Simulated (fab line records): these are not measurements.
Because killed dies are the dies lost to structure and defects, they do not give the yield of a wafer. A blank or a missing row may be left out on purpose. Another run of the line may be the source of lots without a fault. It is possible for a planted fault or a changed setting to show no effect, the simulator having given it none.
Chamber matching :: flow nand_harc :: rie_diel-07 running NHARC_A_M1_STRIP_18: 4 sister chambers
The step strips in N2/H2. 8 wafers are shown with their chamber, then 8 later ones without.

== WAFERS, EACH WITH ITS CHAMBER ==
wafer: L589.1
chamber: 0
drypump_motor_current_A (A): 5.2
rf_vpp_V (V): 89.9

wafer: L591.2
chamber: 1
drypump_motor_current_A (A): 6.6
rf_vpp_V (V): 92.4

wafer: L600.1
chamber: 0
drypump_motor_current_A (A): 5.3
rf_vpp_V (V): 90.4

wafer: L600.5
chamber: 3
drypump_motor_current_A (A): 5.8
rf_vpp_V (V): 89.7

wafer: L606.1
chamber: 3
drypump_motor_current_A (A): 5.8
rf_vpp_V (V): 91.5

wafer: L606.2
chamber: 2
drypump_motor_current_A (A): 5.8
rf_vpp_V (V): 90.4

wafer: L606.4
chamber: 1
drypump_motor_current_A (A): 6.5
rf_vpp_V (V): 91.1

wafer: L609.2
chamber: 2
drypump_motor_current_A (A): 5.8
rf_vpp_V (V): 90.5

== WAFERS WITH NO CHAMBER GIVEN ==
wafer: L609.5
drypump_motor_current_A (A): 6.5
rf_vpp_V (V): 90.5

wafer: L609.6
drypump_motor_current_A (A): 5.8
rf_vpp_V (V): 89.3

wafer: L607.1
drypump_motor_current_A (A): 6.5
rf_vpp_V (V): 89.7

wafer: L607.4
drypump_motor_current_A (A): 5.8
rf_vpp_V (V): 89.5

wafer: L607.6
drypump_motor_current_A (A): 5.8
rf_vpp_V (V): 91.7

wafer: L610.1
drypump_motor_current_A (A): 5.8
rf_vpp_V (V): 90.3

wafer: L610.3
drypump_motor_current_A (A): 6.5
rf_vpp_V (V): 92.0

wafer: L610.4
drypump_motor_current_A (A): 5.2
rf_vpp_V (V): 90.2

== EACH ONE'S CHAMBER ==
wafer: L609.5
from the rows above: 1
in truth: 1

wafer: L609.6
from the rows above: can't be placed: 2 or 3
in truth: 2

wafer: L607.1
from the rows above: 1
in truth: 1

wafer: L607.4
from the rows above: can't be placed: 2 or 3
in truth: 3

wafer: L607.6
from the rows above: can't be placed: 3 or 2
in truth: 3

wafer: L610.1
from the rows above: can't be placed: 2 or 3
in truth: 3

wafer: L610.3
from the rows above: 1
in truth: 1

wafer: L610.4
from the rows above: 0
in truth: 0
Placed correctly: 4 of 8. Not placeable from these rows: 4 (in 4, the candidates include the true chamber). Placed wrongly: 0.
How it was worked out, from the rows above alone: a wafer's distance from a chamber is the root of the sum, over the readings, of the square of ((its reading less the chamber's mean) divided by the reading's scatter). The wafer belongs to the nearest chamber; if the next one is less than 2 further off, it can't be placed. For every chamber, the mean is computed from those of its wafers that are shown. How the scatter is found: for the shown wafers, subtract from each reading the mean of its chamber, square and add these, divide the total by (wafers less chambers), then take the root.
